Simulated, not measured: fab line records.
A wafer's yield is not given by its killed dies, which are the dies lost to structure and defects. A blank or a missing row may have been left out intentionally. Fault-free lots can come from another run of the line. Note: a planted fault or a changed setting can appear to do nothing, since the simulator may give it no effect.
Chamber matching / flow n5_finfet / 4 sister chambers for N5_BEOL_M14_ETCH_67 on rie_diel-02
The step etches SiARC in CF4, target depth 143 nm, time 238.3 s. 4 wafers are shown with their chamber, then 12 later ones without.

## WAFERS, EACH WITH ITS CHAMBER
wafer=L088.1; chamber=0; showerhead_plenum_p_Torr (Torr)=2.02
wafer=L091.4; chamber=1; showerhead_plenum_p_Torr (Torr)=2.15
wafer=L091.5; chamber=2; showerhead_plenum_p_Torr (Torr)=2.22
wafer=L091.6; chamber=3; showerhead_plenum_p_Torr (Torr)=2.17

## WAFERS MISSING THEIR CHAMBER
wafer=L090.1; showerhead_plenum_p_Torr (Torr)=2.15
wafer=L090.3; showerhead_plenum_p_Torr (Torr)=2.16
wafer=L090.5; showerhead_plenum_p_Torr (Torr)=2.15
wafer=L092.1; showerhead_plenum_p_Torr (Torr)=2.22
wafer=L092.2; showerhead_plenum_p_Torr (Torr)=2.16
wafer=L092.3; showerhead_plenum_p_Torr (Torr)=2.15
wafer=L092.4; showerhead_plenum_p_Torr (Torr)=2.22
wafer=L092.5; showerhead_plenum_p_Torr (Torr)=2.15
wafer=L092.6; showerhead_plenum_p_Torr (Torr)=2.17
wafer=L097.1; showerhead_plenum_p_Torr (Torr)=2.27
wafer=L097.3; showerhead_plenum_p_Torr (Torr)=2.14
wafer=L097.6; showerhead_plenum_p_Torr (Torr)=2.16

## WHICH CHAMBER EACH WENT THROUGH
wafer=L090.1; from the rows above=can't be placed: 1 or 3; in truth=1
wafer=L090.3; from the rows above=can't be placed: 3 or 1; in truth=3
wafer=L090.5; from the rows above=can't be placed: 1 or 3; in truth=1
wafer=L092.1; from the rows above=2; in truth=2
wafer=L092.2; from the rows above=can't be placed: 3 or 1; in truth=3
wafer=L092.3; from the rows above=can't be placed: 1 or 3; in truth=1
wafer=L092.4; from the rows above=2; in truth=2
wafer=L092.5; from the rows above=can't be placed: 1 or 3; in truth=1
wafer=L092.6; from the rows above=can't be placed: 3 or 1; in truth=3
wafer=L097.1; from the rows above=2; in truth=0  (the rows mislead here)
wafer=L097.3; from the rows above=can't be placed: 1 or 3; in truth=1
wafer=L097.6; from the rows above=can't be placed: 3 or 1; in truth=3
2 of 12 placed correctly. These rows do not allow placing 9 (true chamber among the candidates in 9). Wrongly placed: 1.
How it was worked out, from the rows above alone: a wafer's distance from a chamber is the root of the sum, over the readings, of the square of ((its reading less the chamber's mean) divided by the reading's scatter). The wafer belongs to the nearest chamber; if the next one is less than 2 further off, it can't be placed. For every chamber, the mean is computed from those of its wafers that are shown. The scatter: root of mean squared gap, hidden wafer to nearest shown wafer, with one shown wafer a chamber.
